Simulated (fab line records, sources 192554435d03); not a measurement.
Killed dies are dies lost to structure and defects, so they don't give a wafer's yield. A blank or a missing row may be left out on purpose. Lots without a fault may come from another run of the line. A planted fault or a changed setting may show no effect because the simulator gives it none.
Tool commonality check | flow n5_finfet | 9 lots, 27 wafers sampled

WHY IT WAS OPENED
At N5_BEOL_M3_INSPECT_59 the reading raw_defect_count is flagged on 2 of 9 lots. Wafers without a fault read 72, standard deviation 22.
Rule: a lot is flagged when every wafer of it that has a number lies more than 4 standard deviations from that mean, or none has a number. The other lots count as sound.

lot  | measured     | on                | raw_defect_count, wafer by wafer | flag
L326 | day 7 02:02  | defect_inspect-01 | 70 63 92                         |
L327 | day 7 18:19  | defect_inspect-01 | 77 64 78                         |
L332 | day 8 12:31  | defect_inspect-01 | 98 51 90                         |
L336 | day 10 03:19 | defect_inspect-01 | 59 53 42                         |
L335 | day 10 06:31 | defect_inspect-02 | 368 383 366                      | FLAGGED
L334 | day 10 07:44 | defect_inspect-01 | 417 370 392                      | FLAGGED
L340 | day 11 01:07 | defect_inspect-01 | 75 73 89                         |
L341 | day 11 11:06 | defect_inspect-01 | 88 101 105                       |
L347 | day 13 00:05 | defect_inspect-01 | 113 101 93                       |
The numbers of the flagged lots are 383 on average: +311 against the usual, or +14 standard deviations.

WHICH TOOL RAN EACH LOT
The record holds 3 process steps before the reading, out of a route of 1938 steps. In each cell: the tool, then ch and the chambers that the sampled wafers went through, then the start.
lot  | flag    | N5_BEOL_M3_SPUTTER_96        | N5_BEOL_M3_CMP_52             | N5_BEOL_M3_PRE_CLEAN_60
L326 |         | pvd_sputter-03, day 7 00:57  | cmp-01 ch 0,1,3, day 7 01:29  | cvd_co-01 ch 0,2, day 7 01:46
L327 |         | pvd_sputter-01, day 7 17:13  | cmp-01 ch 0,2,3, day 7 17:47  | cvd_co-02 ch 0,2, day 7 18:04
L332 |         | pvd_sputter-03, day 8 11:26  | cmp-01 ch 0,1,2, day 8 11:58  | cvd_co-02 ch 0,2, day 8 12:16
L336 |         | pvd_sputter-02, day 10 02:04 | cmp-01 ch 0,2,3, day 10 02:35 | cvd_co-01 ch 0,1,2, day 10 03:02
L335 | FLAGGED | pvd_sputter-02, day 10 05:25 | cmp-01 ch 0,2,3, day 10 05:55 | cvd_co-02 ch 0,2, day 10 06:16
L334 | FLAGGED | pvd_sputter-03, day 10 06:32 | cmp-01 ch 0,1,2, day 10 07:10 | cvd_co-01 ch 0,1,2, day 10 07:27
L340 |         | pvd_sputter-01, day 11 00:02 | cmp-03 ch 1,2,3, day 11 00:34 | cvd_co-01 ch 0,1,2, day 11 00:52
L341 |         | pvd_sputter-02, day 11 09:45 | cmp-03 ch 0,1,3, day 11 10:31 | cvd_co-02 ch 0,1,2, day 11 10:51
L347 |         | pvd_sputter-02, day 12 22:59 | cmp-03 ch 0,1,3, day 12 23:30 | cvd_co-01 ch 0,1,2, day 12 23:50
What these steps do:
- N5_BEOL_M3_SPUTTER_96: material Cu, target thk 4.5 nm, time 8.29 s.
- N5_BEOL_M3_CMP_52: polishes, stops on SiOC, t overpolish 6.8 s, target thk 40 nm.
- N5_BEOL_M3_PRE_CLEAN_60: time 15 s.
- N5_BEOL_M3_INSPECT_59: inspects for defects (darkfield).

FLAGGED OVER TOTAL, TOOL BY TOOL (the gauges that took the reading come last)
step                    | tool              | lots run | flagged | share of the flagged lots | sound lots run after its first flagged lot
N5_BEOL_M3_SPUTTER_96   | pvd_sputter-01    | 2        | 0       | none                      | -
N5_BEOL_M3_SPUTTER_96   | pvd_sputter-02    | 4        | 1       | some                      | 2 (L341,L347)
N5_BEOL_M3_SPUTTER_96   | pvd_sputter-03    | 3        | 1       | some                      | 0
N5_BEOL_M3_CMP_52       | cmp-01            | 6        | 2       | all                       | 0
N5_BEOL_M3_CMP_52       | cmp-03            | 3        | 0       | none                      | -
N5_BEOL_M3_PRE_CLEAN_60 | cvd_co-01         | 5        | 1       | some                      | 2 (L340,L347)
N5_BEOL_M3_PRE_CLEAN_60 | cvd_co-02         | 4        | 1       | some                      | 1 (L341)
N5_BEOL_M3_INSPECT_59   | defect_inspect-01 | 8        | 1       | some                      | 3 (L340,L341,L347)
N5_BEOL_M3_INSPECT_59   | defect_inspect-02 | 1        | 1       | some                      | 0

WHAT THE TABLE ALLOWS
1 row of the table ran every flagged lot: cmp-01 at N5_BEOL_M3_CMP_52.
- cmp-01 at N5_BEOL_M3_CMP_52: 2 of its 6 lots flagged. Its last sound lot is L336 (day 10 02:35), its first flagged lot L335 (day 10 05:55): a fault that began between those two fits.
One tool is left: cmp-01 at N5_BEOL_M3_CMP_52.

WHAT THE SIMULATOR HAD PUT IN
Chamber particle source: cmp-01, from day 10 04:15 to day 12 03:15, at N5_BEOL_M3_CMP_52. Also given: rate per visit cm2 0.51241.
Lots struck among those shown: L335, L334. The rule above found the same.
